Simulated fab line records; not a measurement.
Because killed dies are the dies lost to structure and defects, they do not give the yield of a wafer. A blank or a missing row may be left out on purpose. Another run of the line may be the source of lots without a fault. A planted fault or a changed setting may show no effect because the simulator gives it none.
Problem report, 8D (eight disciplines) form, completed by code / flow nand-harc / the parts of the form that need people (team, actions taken, sign-off) are left out

1. WHAT IS WRONG
Mean of rf-fwd-power-W at NHARC_A_STAIRCASE_DEP_301: 390.9 W across 6 wafers in 2 lots; on wafers with no fault it is 348.4 W (standard deviation 1.3). Relative to the usual mean, that is a shift of +33 standard deviations.
The step: deposits SiON, target thk 30 nm.
Seen first at day 23 09:40 on pecvd-03, wafer L234.3. Wafers with a number at this step in the record: 33, from 11 lots. By rule, "out" or "out of limits" means more than 4 standard deviations away from the usual mean. All remaining wafers that have a number are taken as sound.

2. WHAT IT IS, WHAT IT ISN'T
question=which readings at this step | is=rf-fwd-power-W | is not=heater-power-w
question=which lots | is=L234, L237 | is not=L218, L219, L220, L221, L224, L225, L239, L240, L241
question=which wafers of those lots | is=all that have a number | is not=-
question=read on which tools | is=pecvd-03 | is not=pecvd-01, pecvd-04
question=when | is=from day 23 09:40 | is not=up to then (18 sound wafers); but 9 sound wafers of L239, L240, L241 came after

3. SUSPECTS, AND WHAT RULES EACH OUT
Counting: a tool at a process step up to the reading stays a suspect if it ran every lot that is out and no sound lot after the first of them.
- pecvd-03 at NHARC_A_STAIRCASE_DEP_301 (deposits SiON, target thk 30 nm): kept. Every lot that is out went through it, starting with L234 (day 23 09:40), and after that it ran no sound lot; the last sound lot it ran before then is L225 (day 19 21:34). Its own readings are out on those wafers: rf-fwd-power-W.
After counting, what remains is pecvd-03 at NHARC_A_STAIRCASE_DEP_301.

4. THE CAUSE (what the simulator had put in)
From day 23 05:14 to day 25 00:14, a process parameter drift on pecvd-03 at NHARC_A_STAIRCASE_DEP_301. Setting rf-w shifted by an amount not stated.
The count eliminated every tool but this one.

5. SEQUENCE OF EFFECTS, ordered by route
Each row: a reading whose mean over the struck wafers that have a number lies more than 3 standard deviations from the usual. Only readings for which the record gives a usual standard deviation are gone through. hours: the time from each lot's start at the first step in this table that gives one to its start at this step, as a median over the lots. sigmas: the change in usual standard deviations.
hours=0; step=NHARC_A_STAIRCASE_DEP_301; reading=rf-fwd-power-W; usual=348.4 W; on struck wafers=390.9; change=+42.5; sigmas=+33
Here are the process steps it includes:
- NHARC_A_STAIRCASE_DEP_301: deposits SiON, target thk 30 nm.

6. WHAT WOULD HAVE CAUGHT IT SOONER
In this record no reading fell out of limits until day 23 09:40, 4 hours after the fault had begun at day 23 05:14.
